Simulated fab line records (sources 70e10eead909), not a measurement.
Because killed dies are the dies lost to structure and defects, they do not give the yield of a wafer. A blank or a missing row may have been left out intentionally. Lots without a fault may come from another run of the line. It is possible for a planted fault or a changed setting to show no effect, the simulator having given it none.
Comparing a struck lot with a sound one + flow nand harc + 15 steps out of a route of 1159
Sound: wafers L423.1, L423.5, L423.6. Wafers struck: L430.1, L430.2, L430.5. The cause is given at the end.
Each step with rows lists, per side, the tool, then ch with its chambers, then its first start. Under that, the readings that differ: sound wafers + struck wafers + difference of the means + sigmas: that difference in standard deviations of wafers without a fault.
alike: readings with means less than 2 such deviations apart, plus words and numbers identical on both sides. not compared: withheld readings, readings lacking a value on some wafer, bounds such as >300 that could conceal the same value, and numbers that have no deviation in the record and whose values overlap.
The two part at a step that has a row with sigmas, a row that says differs or no value, or rows on one side only. Numbers that don't overlap but have no deviation are shown without sigmas and don't part them. Lack of a reading on every wafer of one side parts them only where that side has two or more wafers.

first, 8 steps without rows for these wafers: NHARC_A_SGD_CUT_COAT_56 (time 75 s); NHARC_A_SGD_CUT_COAT_57 (time 65 s); NHARC_A_SGD_CUT_COAT_03 (resist thk 90 nm); NHARC_A_SGD_CUT_SOFTBAKE_04 (time 55 s); NHARC_A_SGD_CUT_EBR_05; NHARC_A_SGD_CUT_EXPOSE_06 (exposes mask SGD); NHARC_A_SGD_CUT_PEB_07 (peb time 65 s); NHARC_A_SGD_CUT_DEVELOP_08 (develop time 35 s).
NHARC_A_SGD_CUT_CD_MEAS_09: the cd target is 100 nm.
  sound on cd sem-02 ch 0, day 14 02:32; struck on cd sem-01 ch 0, day 15 01:46
  alike: cd nm
NHARC_A_SGD_CUT_OVL_MEAS_10:
  sound on overlay-02 at day 14 02:37; struck on overlay-01 at day 15 01:52
  alike: overlay x nm, overlay y nm
NHARC_A_SGD_CUT_INSPECT_11:
  sound on defect inspect-01 at day 14 02:40; struck on defect inspect-01 at day 15 01:54
  alike: raw defect count
NHARC_A_SGD_CUT_DESCUM_14: chemistry O2, time 3 s.
  sound on rie diel-07 ch 1,2,3, day 14 02:44; struck on rie diel-07 ch 1,2,3, day 15 01:58
  alike: drypump motor current A, oes product au, rf vpp V, showerhead plenum p Torr, throttle valve pct
  not compared: rf hours counter h
NHARC_A_SGD_CUT_ETCH_58: etches the open film in CF4, target depth 39 nm, time 65 s.
  sound on rie diel-07 ch 1,2,3, day 14 02:49; struck on rie diel-07 ch 0,3, day 15 02:05
  no value came back on the struck wafers for any of 8 readings (bias w (W), cf4 flow sccm (sccm) and others); on the sound wafers bias w (W) reads 100.4 99.9 99.8
  not compared: rf hours counter h
NHARC_A_SGD_CUT_ETCH_59: etches the open film in N2/H2, target depth 260 nm, time 406.25 s.
  sound on rie diel-07 ch 2,3; struck on rie diel-07 ch 0,1,3, day 15 02:11
  alike: bias w, chamber pressure mTorr, drypump motor current A, oes product au, rf vpp V, showerhead plenum p Torr, throttle valve pct
  not compared: rf hours counter h
-- jump in the record: it breaks off in module A_SGD_CUT and resumes in module END (first step shown: number 1159 of the route), and 6 days separate the struck wafers' starts before and after --
NHARC_END_SORT_01:
  at this point the record logs the struck wafers (prober-01 ch 0, day 20 22:45) and has no rows for the sound ones

## WHERE THEY PART
At NHARC_A_SGD_CUT_ETCH_58 first; at NHARC_END_SORT_01 last (within this record only).

WHY: the cause the simulator had injected
Beginning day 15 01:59, the whole step at NHARC_A_SGD_CUT_ETCH_58 was skipped on rie diel-07. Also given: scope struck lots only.
